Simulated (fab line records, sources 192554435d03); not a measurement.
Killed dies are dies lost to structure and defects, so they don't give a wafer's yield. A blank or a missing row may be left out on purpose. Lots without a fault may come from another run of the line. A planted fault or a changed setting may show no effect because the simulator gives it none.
Which tool did it? | flow n5_finfet | 8 lots, 24 wafers sampled, at 7 steps of a route of 1938

WHAT THE GAUGES READ, wafer by wafer
N5_BEOL_M10_OCD_MEAS_38. Usual: trench_depth_nm 149.1 nm, standard deviation 1.5.
lot  | measured     | on     | trench_depth_nm (nm) | flag
L570 | day 10 03:14 | ocd-02 | 149.3 146.5 149.7    |
L579 | day 12 00:05 | ocd-01 | 148.1 148.3 147.0    |
L583 | day 13 09:16 | ocd-01 | 145.2 148.3 149.9    |
L589 | day 14 09:32 | ocd-02 | 149.1 150.0 148.6    |
L587 | day 14 18:52 | ocd-01 | 134.6 132.9 132.9    | OFF
L590 | day 14 23:05 | ocd-01 | 150.4 150.8 149.5    |
L588 | day 14 23:10 | ocd-02 | 133.5 134.4 133.4    | OFF
L593 | day 16 10:32 | ocd-01 | 152.6 150.2 151.7    |

N5_BEOL_M10_CD_MEAS_35: target cd 70 nm. Usual: cd_nm 70.1 nm, standard deviation 0.52.
lot  | measured     | on        | cd_nm (nm)     | flag
L570 | day 10 03:23 | cd_sem-02 | 70.3 70.5 70.3 |
L579 | day 12 00:14 | cd_sem-03 | 70.8 70.7 70.1 |
L583 | day 13 09:26 | cd_sem-01 | 70.5 70.5 71.3 |
L589 | day 14 09:41 | cd_sem-03 | 70.8 71.0 70.0 |
L587 | day 14 19:01 | cd_sem-03 | 69.0 69.5 69.2 |
L590 | day 14 23:14 | cd_sem-02 | 70.3 70.0 70.6 |
L588 | day 14 23:20 | cd_sem-01 | 69.5 70.3 70.2 |
L593 | day 16 10:42 | cd_sem-01 | 69.6 70.4 70.0 |

N5_BEOL_M10_THK_MEAS_53: measures by xrf. Usual: M10_THK 138.8 nm, standard deviation 1.9.
lot  | measured     | on            | M10_THK (nm)      | flag
L570 | day 10 08:47 | film_metro-01 | 137.6 136.6 139.4 |
L579 | day 12 03:26 | film_metro-01 | 137.2 139.5 137.4 |
L583 | day 13 11:59 | film_metro-01 | 137.7 139.1 142.7 |
L589 | day 14 13:08 | film_metro-01 | 139.2 139.9 137.5 |
L587 | day 14 22:04 | film_metro-01 | 123.7 121.7 122.4 | OFF
L590 | day 15 02:07 | film_metro-01 | 138.9 137.8 138.0 |
L588 | day 15 02:13 | film_metro-01 | 121.8 121.4 124.4 | OFF
L593 | day 16 13:01 | film_metro-01 | 140.6 138.2 140.8 |

N5_BEOL_M10_RS_MEAS_57: measures by four-point-probe. Usual: M10_RS 0.1507 ohm/sq, standard deviation 0.0022.
lot  | measured     | on            | M10_RS (ohm/sq)      | flag
L570 | day 10 08:55 | film_metro-01 | 0.1511 0.1532 0.1495 |
L579 | day 12 03:36 | film_metro-02 | 0.1532 0.1503 0.1525 |
L583 | day 13 12:10 | film_metro-02 | 0.1530 0.1513 0.1467 |
L589 | day 14 13:17 | film_metro-02 | 0.1489 0.1483 0.1511 |
L587 | day 14 22:13 | film_metro-01 | 0.1694 0.1725 0.1711 | OFF
L590 | day 15 02:15 | film_metro-02 | 0.1486 0.1499 0.1504 |
L588 | day 15 02:21 | film_metro-02 | 0.1742 0.1748 0.1687 | OFF
L593 | day 16 13:10 | film_metro-02 | 0.1470 0.1497 0.1473 |

WHICH TOOL RAN EACH LOT (tool, then ch and the chambers of the sampled wafers, then the start)
lot  | N5_BEOL_M10_DESCUM_33              | N5_BEOL_M10_ETCH_65                | N5_BEOL_M10_TRENCH_ETCH_37
L570 | rie_diel-01 ch 0,2, day 10 02:44   | rie_diel-01 ch 0,2, day 10 02:47   | rie_diel-01 ch 0,2, day 10 03:03
L579 | rie_diel-06 ch 0,1,3, day 11 23:35 | rie_diel-06 ch 0,1,3, day 11 23:38 | rie_diel-06 ch 0,1,3, day 11 23:55
L583 | rie_diel-06 ch 0,2,3, day 13 08:47 | rie_diel-06 ch 0,2,3, day 13 08:49 | rie_diel-06 ch 0,2,3, day 13 09:05
L589 | rie_diel-05 ch 0,1,3, day 14 09:02 | rie_diel-05 ch 0,1,3, day 14 09:05 | rie_diel-05 ch 0,1,3, day 14 09:22
L587 | rie_diel-06 ch 0,1, day 14 18:22   | rie_diel-06 ch 0,1, day 14 18:24   | rie_diel-06 ch 0,1, day 14 18:41
L590 | rie_diel-05 ch 0,1, day 14 22:35   | rie_diel-05 ch 0,1, day 14 22:37   | rie_diel-05 ch 0,1, day 14 22:54
L588 | rie_diel-06 ch 2,3, day 14 22:41   | rie_diel-06 ch 2,3, day 14 22:43   | rie_diel-06 ch 2,3, day 14 22:59
L593 | rie_diel-05 ch 1,2, day 16 10:02   | rie_diel-05 ch 1,2, day 16 10:04   | rie_diel-05 ch 1,2, day 16 10:21
- N5_BEOL_M10_DESCUM_33: chemistry O2, time 7.9 s.
- N5_BEOL_M10_ETCH_65: etches SiARC in CF4, target depth 39 nm, time 65 s.
- N5_BEOL_M10_TRENCH_ETCH_37: etches SiCOH lowk in C4F6/O2, target depth 148.83 nm, time 48 s.

WHAT THE TOOLS THEMSELVES READ (means of the sampled wafers that have a number; where no wafer has one, the mark that the record gives instead)
N5_BEOL_M10_DESCUM_33. Usual: drypump_motor_current_A 5.5 A, standard deviation 0.44; o2_flow_sccm 225.0 sccm, standard deviation 0.58; oes_product_au 0.81 a.u., standard deviation 0.074; rf_fwd_power_W 49.44 W, standard deviation 0.24; rf_vpp_V 243.0 V, standard deviation 1.4; showerhead_plenum_p_Torr 2.09 Torr, standard deviation 0.078; throttle_valve_pct 20.42 %, standard deviation 0.21.
lot  | tool        | drypump_motor_current_A (A) | o2_flow_sccm (sccm) | oes_product_au (a.u.) | rf_fwd_power_W (W) | rf_vpp_V (V) | showerhead_plenum_p_Torr (Torr) | throttle_valve_pct (%) | flag
L570 | rie_diel-01 | 5.6                         | 225.0               | 0.73                  | 49.43              | 241.8        | 2.03                            | 20.49                  |
L579 | rie_diel-06 | 5.6                         | 225.4               | 0.86                  | 49.53              | 244.5        | 2.19                            | 20.58                  |
L583 | rie_diel-06 | 5.4                         | 224.7               | 0.79                  | 49.42              | 243.2        | 2.13                            | 20.62                  |
L589 | rie_diel-05 | 5.5                         | 224.4               | 0.82                  | 49.39              | 243.2        | 2.11                            | 20.24                  |
L587 | rie_diel-06 | 5.3                         | 225.0               | 0.78                  | 49.67              | 244.7        | 2.20                            | 20.66                  |
L590 | rie_diel-05 | 5.9                         | 225.2               | 0.81                  | 49.27              | 243.3        | 2.09                            | 20.22                  |
L588 | rie_diel-06 | 5.7                         | 225.5               | 0.89                  | 49.52              | 244.1        | 2.11                            | 20.50                  |
L593 | rie_diel-05 | 5.8                         | 225.4               | 0.80                  | 49.50              | 241.6        | 2.04                            | 20.52                  |

N5_BEOL_M10_ETCH_65. Usual: cf4_flow_sccm 100.0 sccm, standard deviation 0.32; drypump_motor_current_A 5.5 A, standard deviation 0.44; etch_rf_on_time_s 64.5 s, standard deviation 0.89; oes_product_au 0.69 a.u., standard deviation 0.063; rf_fwd_power_W 538.6 W, standard deviation 2.7; rf_vpp_V 184.0 V, standard deviation 1.2; showerhead_plenum_p_Torr 2.14 Torr, standard deviation 0.074; throttle_valve_pct 15.59 %, standard deviation 0.21.
lot  | tool        | cf4_flow_sccm (sccm) | drypump_motor_current_A (A) | etch_rf_on_time_s (s) | oes_product_au (a.u.) | rf_fwd_power_W (W) | rf_vpp_V (V) | showerhead_plenum_p_Torr (Torr) | throttle_valve_pct (%) | flag
L570 | rie_diel-01 | 100.0                | 5.6                         | 64.1                  | 0.63                  | 539.5              | 184.1        | 2.09                            | 15.65                  |
L579 | rie_diel-06 | 99.7                 | 5.6                         | 64.5                  | 0.74                  | 538.6              | 185.7        | 2.23                            | 15.68                  |
L583 | rie_diel-06 | 100.0                | 5.4                         | 64.9                  | 0.68                  | 538.4              | 183.9        | 2.18                            | 15.80                  |
L589 | rie_diel-05 | 100.3                | 5.5                         | 64.2                  | 0.70                  | 538.4              | 184.6        | 2.17                            | 15.45                  |
L587 | rie_diel-06 | 100.1                | 5.3                         | 64.8                  | 0.67                  | 540.6              | 184.0        | 2.24                            | 15.79                  |
L590 | rie_diel-05 | 100.0                | 5.9                         | 64.5                  | 0.70                  | 538.3              | 184.4        | 2.13                            | 15.41                  |
L588 | rie_diel-06 | 99.8                 | 5.7                         | 64.6                  | 0.76                  | 539.3              | 184.1        | 2.16                            | 15.60                  |
L593 | rie_diel-05 | 100.0                | 5.8                         | 62.9                  | 0.69                  | 536.0              | 183.6        | 2.09                            | 15.74                  |

N5_BEOL_M10_TRENCH_ETCH_37. Usual: drypump_motor_current_A 5.5 A, standard deviation 0.44; oes_f_703_au 0.81 a.u., standard deviation 0.071; oes_o_777_au 0.81 a.u., standard deviation 0.071; oes_product_au 0.81 a.u., standard deviation 0.073; rf_fwd_power_W 341.5 W, standard deviation 1.6; rf_vpp_V 663 V, standard deviation 5.3; showerhead_plenum_p_Torr 2.84 Torr, standard deviation 0.1; throttle_valve_pct 20.92 %, standard deviation 0.22.
lot  | tool        | drypump_motor_current_A (A) | oes_f_703_au (a.u.) | oes_o_777_au (a.u.) | oes_product_au (a.u.) | rf_fwd_power_W (W) | rf_vpp_V (V) | showerhead_plenum_p_Torr (Torr) | throttle_valve_pct (%) | flag
L570 | rie_diel-01 | 5.6                         | 0.76                | 0.75                | 0.74                  | 341.1              | 658          | 2.76                            | 20.92                  |
L579 | rie_diel-06 | 5.6                         | 0.87                | 0.87                | 0.85                  | 342.9              | 664          | 2.97                            | 21.07                  |
L583 | rie_diel-06 | 5.4                         | 0.81                | 0.81                | 0.80                  | 341.4              | 664          | 2.90                            | 21.11                  |
L589 | rie_diel-05 | 5.5                         | 0.81                | 0.82                | 0.82                  | 342.5              | 665          | 2.88                            | 20.75                  |
L587 | rie_diel-06 | 5.3                         | 0.58                | 0.61                | 0.74                  | 260.2              | 763          | 2.98                            | 21.13                  | OFF
L590 | rie_diel-05 | 5.9                         | 0.83                | 0.83                | 0.82                  | 339.5              | 663          | 2.83                            | 20.68                  |
L588 | rie_diel-06 | 5.7                         | 0.64                | 0.67                | 0.84                  | 258.2              | 765          | 2.87                            | 20.97                  | OFF
L593 | rie_diel-05 | 5.8                         | 0.81                | 0.80                | 0.81                  | 340.9              | 658          | 2.78                            | 21.04                  |

THE ANSWER, worked out from the rows above alone
Rule: a lot is off if the mean of its wafers that have a number lies more than 3 standard deviations from the usual mean. A lot without any number at a reading at which 4 lots or more have one is off too. The other lots that the step has rows for count as sound. The gauges are gone through in route order, then the tools' own readings, and for those a lot's mean is taken as printed above. The first step at which some lot is off is used, and at that step the reading that is off furthest; a lot without a number counts as furthest.
Off: L587, L588, at N5_BEOL_M10_OCD_MEAS_38 (trench_depth_nm).
A tool fits if, at a process step before that reading, it ran every lot that is off, and no sound lot after the first of them. The gauges at N5_BEOL_M10_OCD_MEAS_38 aren't tried: what is off there is off at N5_BEOL_M10_THK_MEAS_53 too, on other tools, and a gauge's error can't cause that. One fits: rie_diel-06 at N5_BEOL_M10_DESCUM_33 and N5_BEOL_M10_ETCH_65 and N5_BEOL_M10_TRENCH_ETCH_37. At N5_BEOL_M10_DESCUM_33 its last sound lot is L583 (day 13 08:47), its first lot that is off L587 (day 14 18:22): a fault that began between those two fits.

WHAT THE SIMULATOR HAD PUT IN
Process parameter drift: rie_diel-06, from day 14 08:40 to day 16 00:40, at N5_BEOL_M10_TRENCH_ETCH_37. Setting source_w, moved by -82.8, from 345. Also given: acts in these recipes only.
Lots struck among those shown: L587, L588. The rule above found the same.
